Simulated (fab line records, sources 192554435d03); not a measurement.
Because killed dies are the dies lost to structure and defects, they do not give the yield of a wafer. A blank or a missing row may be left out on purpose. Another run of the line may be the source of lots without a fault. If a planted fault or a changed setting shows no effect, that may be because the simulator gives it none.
Problem report in the 8D (eight disciplines) form, filled by code :: flow n5 finfet :: the parts of the form that need people (team, actions taken, sign-off) are left out

1. PROBLEM STATEMENT
run length s at N5_BEOL_M13_ILD_DEP_00 reads a mean of 217.2 s on 2 wafers of 2 lots; wafers without a fault read 211.2 s with a standard deviation of 0.63. That puts it +9.6 standard deviations away from the usual mean.
The step: deposits SiOC from DEMS/O2, target thk 837.92 nm, time 166.4 s.
First observed at day 12 14:28: wafer L941.3, on pecvd-04. The record has a number at this step for 11 wafers belonging to 4 lots. The rule behind "out" and "out of limits": a value lying over 4 standard deviations away from the usual mean. The other wafers with a number count as sound.

2. WHAT IT IS, AND WHAT IT ISN'T
question: which readings at this step
is: run length s
is not: heater power w, showerhead plenum p Torr, throttle valve pct

question: which lots
is: L941, L943
is not: L953, L955

question: which wafers of those lots
is: L941.3, L943.3
is not: L941.4, L941.6, L943.1

question: read on which tools
is: pecvd-04
is not: pecvd-03

question: when
is: from day 12 14:28
is not: up to then (2 sound wafers); but 7 sound wafers of L943, L953, L955 came after

3. THE SUSPECTS, EACH WITH WHAT RULES IT OUT
Counting: any tool at a process step up to the reading remains a suspect provided it ran every lot that is out. Sound lots after the first of them don't rule it out here, since some wafers of a struck lot are sound.
- pecvd-04 at N5_BEOL_M13_ILD_DEP_00 (deposits SiOC from DEMS/O2, target thk 837.92 nm, time 166.4 s): kept. It ran every lot that is out, first L941 (day 12 14:28). On those wafers its own readings are out: run length s.
Left after counting: pecvd-04 at N5_BEOL_M13_ILD_DEP_00.

4. THE CAUSE (what the simulator had put in)
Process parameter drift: pecvd-04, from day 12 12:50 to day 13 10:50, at N5_BEOL_M13_ILD_DEP_00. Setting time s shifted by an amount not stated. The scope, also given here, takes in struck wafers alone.
Only this tool survived the counting.

5. THE EFFECT CHAIN, in route order
One row per reading whose mean, taken over the struck wafers that have a number, lies over 3 standard deviations from the usual. Scope: only readings with a usual standard deviation given in the record; hours: median across lots of the time from each lot's start at the first step in this table that gives one to its start at this step; sigmas: change in usual standard deviations.
hours: 0
step: N5_BEOL_M13_ILD_DEP_00
reading: run length s
usual: 211.2 s
on struck wafers: 217.2
change: +6.1
sigmas: +9.6
The process steps in it:
- N5_BEOL_M13_ILD_DEP_00: deposits SiOC from DEMS/O2, target thk 837.92 nm, time 166.4 s.

6. HOW IT WOULD HAVE BEEN CAUGHT EARLIER
First out-of-limits reading in this record: day 12 14:28, which is 2 hours after fault onset at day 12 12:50.
